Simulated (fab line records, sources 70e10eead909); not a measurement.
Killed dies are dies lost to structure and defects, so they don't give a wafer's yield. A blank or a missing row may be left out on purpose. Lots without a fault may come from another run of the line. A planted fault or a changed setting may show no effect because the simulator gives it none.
Chamber matching | flow nand_harc | NHARC_P_M2_ETCH_35 on rie_diel-08: 4 sister chambers
The step etches the open film in N2/H2, target depth 40 nm, overetch 12 nm, time 43.94 s. 24 wafers are shown with their chamber, then 12 later ones without.

WAFERS WITH THEIR CHAMBER
wafer  | chamber | drypump_motor_current_A (A) | rf_vpp_V (V) | oes_product_au (a.u.)
L078.4 | 3       | 5.5                         | 430.1        | 1.001
L078.5 | 2       | 6.2                         | 427.2        | 0.985
L078.6 | 3       | 5.5                         | 429.6        | 1.006
L079.3 | 1       | 5.9                         | 427.6        | 0.976
L079.4 | 3       | 5.5                         | 428.6        | 0.995
L079.6 | 1       | 5.9                         | 430.2        | 0.973
L082.2 | 2       | 6.2                         | 425.3        | 0.980
L082.4 | 1       | 5.9                         | 429.7        | 0.989
L082.6 | 2       | 6.2                         | 427.6        | 0.993
L084.1 | 2       | 6.2                         | 427.1        | 0.976
L084.2 | 0       | 6.0                         | 428.2        | 0.977
L084.3 | 1       | 5.8                         | 429.4        | 0.982
L086.2 | 3       | 5.5                         | 427.3        | 0.993
L086.4 | 1       | 5.9                         | 429.0        | 0.985
L086.6 | 1       | 5.9                         | 428.0        | 0.986
L087.1 | 2       | 6.2                         | 426.1        | 0.982
L087.2 | 3       | 5.5                         | 428.3        | 0.988
L087.6 | 1       | 5.9                         | 430.2        | 0.983
L089.2 | 2       | 6.2                         | 425.6        | 0.981
L089.4 | 1       | 5.9                         | 429.9        | 0.986
L089.5 | 1       | 5.9                         | 428.9        | 0.989
L092.1 | 3       | 5.5                         | 428.3        | 0.998
L092.3 | 1       | 5.9                         | 430.8        | 0.982
L092.5 | 0       | 5.9                         | 429.1        | 0.985

SIGNATURES (means of the wafers above)
reading                 | chamber 0 | chamber 1 | chamber 2 | chamber 3 | scatter within a chamber
drypump_motor_current_A | 5.950     | 5.890     | 6.200     | 5.500     | 0.0265
rf_vpp_V                | 428.650   | 429.370   | 426.483   | 428.700   | 0.978
oes_product_au          | 0.98100   | 0.98310   | 0.98283   | 0.99683   | 0.00567
Rule: a wafer's distance from a chamber is the root of the sum, over the readings, of the square of ((its reading less the chamber's mean) divided by the reading's scatter). The wafer belongs to the nearest chamber; if the next one is less than 2 further off, it can't be placed. The scatter: the root of (the sum of the squares of (reading less its chamber's mean) over the shown wafers, divided by (wafers less chambers)).

WAFERS WITHOUT THEIR CHAMBER
wafer  | drypump_motor_current_A (A) | rf_vpp_V (V) | oes_product_au (a.u.)
L093.3 | 5.5                         | 429.6        | 1.002
L093.5 | 5.5                         | 428.6        | 1.007
L093.6 | 6.0                         | 428.4        | 0.980
L094.1 | 5.9                         | 427.4        | 0.992
L094.4 | 5.5                         | 428.9        | 0.995
L094.5 | 5.5                         | 427.9        | 0.994
L096.4 | 5.9                         | 427.1        | 0.989
L096.5 | 5.9                         | 428.3        | 0.994
L096.6 | 5.8                         | 429.4        | 0.998
L097.1 | 6.0                         | 429.1        | 0.986
L097.3 | 6.2                         | 426.4        | 0.985
L097.4 | 5.9                         | 430.1        | 0.997

WHICH CHAMBER EACH WENT THROUGH
wafer  | from the rows above     | in truth
L093.3 | 3                       | 3
L093.5 | 3                       | 3
L093.6 | 0                       | 0
L094.1 | can't be placed: 1 or 0 | 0
L094.4 | 3                       | 3
L094.5 | 3                       | 3
L096.4 | can't be placed: 1 or 0 | 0
L096.5 | can't be placed: 1 or 0 | 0
L096.6 | 1                       | 1
L097.1 | 0                       | 0
L097.3 | 2                       | 2
L097.4 | can't be placed: 1 or 0 | 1
Placed correctly: 8 of 12. Can't be placed from these rows: 4 (the true chamber is among the candidates in 4). Placed wrongly: 0.
